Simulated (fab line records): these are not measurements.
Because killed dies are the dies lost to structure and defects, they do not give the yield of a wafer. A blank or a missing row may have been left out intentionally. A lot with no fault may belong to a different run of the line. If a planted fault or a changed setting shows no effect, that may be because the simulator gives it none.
Struck lot and sound lot, side by side | flow n5Finfet | 19 steps out of a route of 1938
Sound: these wafers, L725.3, L725.5, L725.6. The struck wafers were L738.4, L738.5, L738.6. Last of all comes the cause.
For every step that has rows: the tool of each side, followed by ch and its chambers, followed by its first start. Under that, the readings that differ: sound wafers | struck wafers | difference of the means | sigmas: that difference in standard deviations of wafers without a fault.
alike: words and numbers the same on both sides, and readings whose means are apart by under 2 such deviations; not compared: readings that were withheld, readings missing a value for some wafer, numbers with overlapping values and no deviation given by the record, and bounds like >300 which may hide the same value.
A row with sigmas, a row that says differs or no value, or rows on one side alone: a step with any of these is where the two part. Non-overlapping numbers with no deviation appear without sigmas and do not part them. A reading missing from all wafers of one side parts the sides only when that side holds two or more wafers.

first, 4 steps without rows for these wafers: N5_HKMG_FIN_PRECLEAN_64 (cleans in dHF, time 30 s); N5_HKMG_FIN_WET_ETCH_65 (etches a-Si in TMAH, stops on TiN, time 49 s, target depth 3 nm); N5_HKMG_FIN_WET_ETCH_81 (etches TiN in SC1, stops on HfO2, time 57 s, target depth 6 nm); N5_HKMG_FIN_WET_ETCH_82 (etches La2O3 in dHCl, stops on HfO2, target depth 2 nm, rinse time 30 s).
N5_HKMG_FIN_ALD_36: deposits TiN, target thk 1 nm, pulse time 1 s, purge time 3 s.
  sound on aldMetal-02 ch 0,1, day 4 07:29; struck on aldMetal-02 ch 0,1,2, day 7 14:20
  alike: heaterPowerW, precursorPulseHeightRel
N5_HKMG_FIN_THK_MEAS_70: measures by xrf.
  struck on filmMetro-01, day 7 14:37; sound on filmMetro-02, day 4 07:46
  alike: HK_THK
N5_HKMG_FIN_PWFM_ALD_03: deposits TiN, target thk 2 nm, pulse time 1 s, purge time 3 s.
  sound on aldMetal-03 ch 0,2, day 4 07:48; struck on aldMetal-04 ch 0,1, day 7 14:39
  alike: heaterPowerW, precursorPulseHeightRel
then, 5 steps without rows for these wafers: N5_HKMG_FIN_COAT_29 (time 60 s, resist thk 300 nm); N5_HKMG_FIN_COAT_30 (time 60 s, resist thk 35 nm); N5_HKMG_FIN_COAT_06 (resist thk 90 nm); N5_HKMG_FIN_EBR_08; N5_HKMG_FIN_SOFTBAKE_07 (time 60 s).
N5_HKMG_FIN_EXPOSE_09: exposes mask NWFM.
  sound on arfiScanner-01 ch 0, day 4 08:24; struck on arfiScanner-01 ch 0, day 7 15:15
reading           | sound             | struck            | difference | sigmas
exposureDoseMJCm2 | 39.22 39.19 39.21 | 43.04 43.06 43.08 | +3.85      | +86
  alike: mask
then, 2 steps without rows for these wafers: N5_HKMG_FIN_PEB_10 (peb time 60 s); N5_HKMG_FIN_DEVELOP_11 (develop time 30 s).
N5_HKMG_FIN_CD_MEAS_12: the cd target is 92.8 nm.
  sound on cdSem-01 ch 0, day 4 08:31; struck on cdSem-01 ch 0, day 7 15:22
reading   | sound          | struck         | difference | sigmas
cdNm (nm) | 92.5 92.4 92.6 | 99.2 98.8 99.4 | +6.6       | +12
N5_HKMG_FIN_OVL_MEAS_13:
  sound on overlay-02 ch 0, day 4 08:32; struck on overlay-01 ch 0, day 7 15:23
reading       | sound        | struck      | difference | sigmas
NWFM_OVL (nm) | 0.0 -0.3 0.4 | 2.5 0.7 1.4 | +1.5       | +2
-- here the record skips 4 days between the struck wafers' starts before and after, leaving off in module HKMG_FIN and picking up in module BEOL_M4 (first step shown: number 1111 of the route) --
N5_BEOL_M4_RC_MEAS_101:
  sound on prober-01 ch 0, day 8 10:14; struck on prober-01 ch 0, day 11 03:47
  alike: DIBL_N, DIBL_P, IOFF_N, IOFF_P, ION_N, ION_P, SS_N, SS_P, VT_N, VT_P
following that, these wafers have no rows for 1 step: N5_PASSIVATION_PROBE_49.

## WHERE THEY PART
Earliest at N5_HKMG_FIN_EXPOSE_09; latest, in this record, at N5_HKMG_FIN_OVL_MEAS_13. Later steps at which nothing parts them and some readings are alike: N5_BEOL_M4_RC_MEAS_101.

WHY: what had been put in by the simulator
Process parameters drifting: arfiScanner-01 at N5_HKMG_FIN_EXPOSE_09, beginning at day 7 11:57. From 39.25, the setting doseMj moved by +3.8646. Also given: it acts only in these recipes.
